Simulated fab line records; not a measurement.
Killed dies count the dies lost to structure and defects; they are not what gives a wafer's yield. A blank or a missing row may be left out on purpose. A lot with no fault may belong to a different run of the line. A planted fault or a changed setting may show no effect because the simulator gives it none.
3 desks, one fault / flow n5 finfet / each desk holds nothing but its own numbers, with what lay behind them at the end
Where a reading is given only as a bound, like >300, the bound stands for it, and a mean or a difference that rests on one is marked > or <: the true number lies beyond.

FROM THE METROLOGY DESK
Means of the sampled wafers that have a number, per lot and without regard to the tool the lot ran on: this is what the gauges read. Any lot whose mean is over 4 standard deviations away from the usual mean is out of limits and marked OUT; that distance is given in the brackets.
Columns: A = M15_THK at N5_BEOL_M15_THK_MEAS_50, usual 853 nm
lot=L570; first seen here=day 11 17:02; A=858
lot=L571; first seen here=day 12 16:20; A=838
lot=L575; first seen here=day 12 22:41; A=856
lot=L574; first seen here=day 13 01:18; A=843
lot=L577; first seen here=day 13 22:23; A=828
lot=L579; first seen here=day 14 11:27; A=867
lot=L584; first seen here=day 15 14:07; A=875
lot=L587; first seen here=day 16 08:22; A=873
lot=L588; first seen here=day 17 02:45; A=843
lot=L591; first seen here=day 17 18:40; A=841
lot=L592; first seen here=day 18 08:24; A=847
This desk found nothing out of limits on any of the 11 lots.

THE DEFECT DESK
What the inspections along the route counted, lot by lot: means of the sampled wafers that have a number. Any lot whose mean is over 4 standard deviations away from the usual mean is out of limits and marked OUT; that distance is given in the brackets.
Columns: A = raw defect count at N5_MIM_TOP_LITHO_INSPECT_12, usual 2.0
lot=L570; first seen here=day 11 23:05; A=2.0
lot=L571; first seen here=day 12 20:29; A=1.3
lot=L575; first seen here=day 13 01:23; A=3.0
lot=L574; first seen here=day 13 04:31; A=0.3
lot=L577; first seen here=day 14 03:44; A=1.0
lot=L579; first seen here=day 14 16:47; A=2.3
lot=L584; first seen here=day 15 16:31; A=>102 (>+72) OUT
lot=L587; first seen here=day 16 12:18; A=2.7
lot=L588; first seen here=day 17 09:05; A=1.0
lot=L591; first seen here=day 17 23:06; A=2.7
lot=L592; first seen here=day 18 12:02; A=3.0
Finding of this desk: L584 out of limits; the first was L584 at day 15 16:31, on raw defect count at N5_MIM_TOP_LITHO_INSPECT_12. In limits: L570, L571, L575, L574, L577, L579, L587, L588, L591, L592.

FOR THE TOOL OWNER'S DESK: ald hk-01
The tool's own readings at N5_MIM_TOP_ALD_02 (deposits Al2O3, purge time 3 s, co reactant pulse time 3 s): means of the sampled wafers that have a number, for each lot that ran on this tool. Any lot whose mean is over 4 standard deviations away from the usual mean is out of limits and marked OUT; that distance is given in the brackets.
Columns: A = precursor pulse height rel at N5_MIM_TOP_ALD_02, usual 1.000
lot=L577; first seen here=day 14 02:00; A=0.988
lot=L579; first seen here=day 14 13:00; A=1.005
lot=L584; first seen here=day 15 15:00; A=0.993
This desk found nothing out of limits on any of the 3 lots.

TAKEN TOGETHER
The defect desk could have raised an alarm at day 15 16:31, on L584.
The metrology desk saw nothing out of limits.
Nothing out of limits was seen by the tool owner's desk.
The metrology desk holds a record of L584, inside its limits.
Tool owner's desk: L584 on record, inside its limits.
Of the lots named, all ran N5_MIM_TOP_ALD_02 on ald hk-01.

WHAT THE SIMULATOR HAD PUT IN
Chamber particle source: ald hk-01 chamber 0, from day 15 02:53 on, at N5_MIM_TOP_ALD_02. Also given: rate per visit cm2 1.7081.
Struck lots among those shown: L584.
Hours from the fault's start to each desk's first reading out of limits: the defect desk, 14.
